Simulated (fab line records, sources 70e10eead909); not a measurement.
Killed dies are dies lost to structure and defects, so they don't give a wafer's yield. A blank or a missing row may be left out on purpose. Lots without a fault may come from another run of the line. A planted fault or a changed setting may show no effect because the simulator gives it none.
Chamber matching | flow nand_harc | NHARC_A_STAIRCASE_ETCH_169 on rie_diel-09: 4 sister chambers
The step etches the open film in CH3F/O2, target depth 50 nm, time 107.1 s. 18 wafers are shown with their chamber, then 9 later ones without.

WAFERS WITH THEIR CHAMBER
wafer  | chamber | drypump_motor_current_A (A) | showerhead_plenum_p_Torr (Torr) | rf_vpp_V (V)
L081.4 | 3       | 6.6                         | 2.55                            | 246.0
L081.5 | 0       | 5.3                         | 2.46                            | 243.6
L081.6 | 3       | 6.6                         | 2.55                            | 246.4
L082.1 | 0       | 5.4                         | 2.45                            | 243.2
L082.4 | 1       | 5.6                         | 2.56                            | 245.3
L082.5 | 0       | 5.4                         | 2.45                            | 244.2
L085.1 | 2       | 5.5                         | 2.49                            | 246.0
L085.4 | 1       | 5.6                         | 2.56                            | 245.4
L085.5 | 2       | 5.5                         | 2.49                            | 245.1
L090.1 | 2       | 5.5                         | 2.49                            | 243.8
L090.3 | 1       | 5.6                         | 2.55                            | 244.7
L090.4 | 0       | 5.3                         | 2.45                            | 243.5
L089.1 | 3       | 6.6                         | 2.54                            | 245.0
L089.2 | 1       | 5.6                         | 2.55                            | 245.3
L089.3 | 0       | 5.3                         | 2.45                            | 244.7
L092.1 | 0       | 5.3                         | 2.45                            | 243.8
L092.2 | 3       | 6.6                         | 2.54                            | 245.0
L092.4 | 2       | 5.5                         | 2.49                            | 244.2

SIGNATURES (means of the wafers above)
reading                  | chamber 0 | chamber 1 | chamber 2 | chamber 3 | scatter within a chamber
drypump_motor_current_A  | 5.333     | 5.600     | 5.500     | 6.600     | 0.0309
showerhead_plenum_p_Torr | 2.4517    | 2.5550    | 2.4900    | 2.5450    | 0.0045
rf_vpp_V                 | 243.833   | 245.175   | 244.775   | 245.600   | 0.664
Rule: a wafer's distance from a chamber is the root of the sum, over the readings, of the square of ((its reading less the chamber's mean) divided by the reading's scatter). The wafer belongs to the nearest chamber; if the next one is less than 2 further off, it can't be placed. The scatter: the root of (the sum of the squares of (reading less its chamber's mean) over the shown wafers, divided by (wafers less chambers)).

WAFERS WITHOUT THEIR CHAMBER
wafer  | drypump_motor_current_A (A) | showerhead_plenum_p_Torr (Torr) | rf_vpp_V (V)
L093.1 | 5.3                         | 2.44                            | 243.8
L093.3 | 5.5                         | 2.48                            | 244.3
L093.5 | 5.5                         | 2.55                            | 244.1
L094.1 | 5.5                         | 2.48                            | 245.0
L094.4 | 5.3                         | 2.44                            | 245.2
L094.5 | 5.3                         | 2.44                            | 243.3
L096.1 | 6.6                         | 2.53                            | 246.0
L096.2 | 5.5                         | 2.48                            | 244.0
L096.3 | 5.5                         | 2.54                            | 245.1

WHICH CHAMBER EACH WENT THROUGH
wafer  | from the rows above | in truth
L093.1 | 0                   | 0
L093.3 | 2                   | 2
L093.5 | 1                   | 1
L094.1 | 2                   | 2
L094.4 | 0                   | 0
L094.5 | 0                   | 0
L096.1 | 3                   | 3
L096.2 | 2                   | 2
L096.3 | 1                   | 1
Placed correctly: 9 of 9. Can't be placed from these rows: 0. Placed wrongly: 0.
